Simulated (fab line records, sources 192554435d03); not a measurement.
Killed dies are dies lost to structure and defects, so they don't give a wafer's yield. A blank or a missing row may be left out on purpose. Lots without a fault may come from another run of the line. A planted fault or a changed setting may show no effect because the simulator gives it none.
Chamber matching | flow n5_finfet | N5_BEOL_M3_ETCH_77 on rie_diel-02: 4 sister chambers
The step etches underlayer in N2/H2, target depth 6.5 nm, time 5.2 s. 4 wafers are shown with their chamber, then 8 later ones without.

WAFERS WITH THEIR CHAMBER
wafer  | chamber | showerhead_plenum_p_Torr (Torr)
L079.4 | 1       | 2.50
L084.1 | 3       | 2.60
L084.2 | 2       | 2.46
L086.1 | 0       | 2.66

WAFERS WITHOUT THEIR CHAMBER
wafer  | showerhead_plenum_p_Torr (Torr)
L086.5 | 2.60
L086.6 | 2.66
L089.1 | 2.50
L089.4 | 2.65
L089.6 | 2.50
L091.1 | 2.65
L091.2 | 2.50
L091.3 | 2.60

WHICH CHAMBER EACH WENT THROUGH
wafer  | from the rows above | in truth
L086.5 | 3                   | 3
L086.6 | 0                   | 0
L089.1 | 1                   | 1
L089.4 | 0                   | 0
L089.6 | 1                   | 1
L091.1 | 0                   | 0
L091.2 | 1                   | 1
L091.3 | 3                   | 3
Placed correctly: 8 of 8. Can't be placed from these rows: 0. Placed wrongly: 0.
How it was worked out, from the rows above alone: a wafer's distance from a chamber is the root of the sum, over the readings, of the square of ((its reading less the chamber's mean) divided by the reading's scatter). The wafer belongs to the nearest chamber; if the next one is less than 2 further off, it can't be placed. A chamber's mean is the mean of its shown wafers. The scatter: with one shown wafer a chamber, the root of the mean of the squares of how far each hidden wafer lies from its nearest shown one.
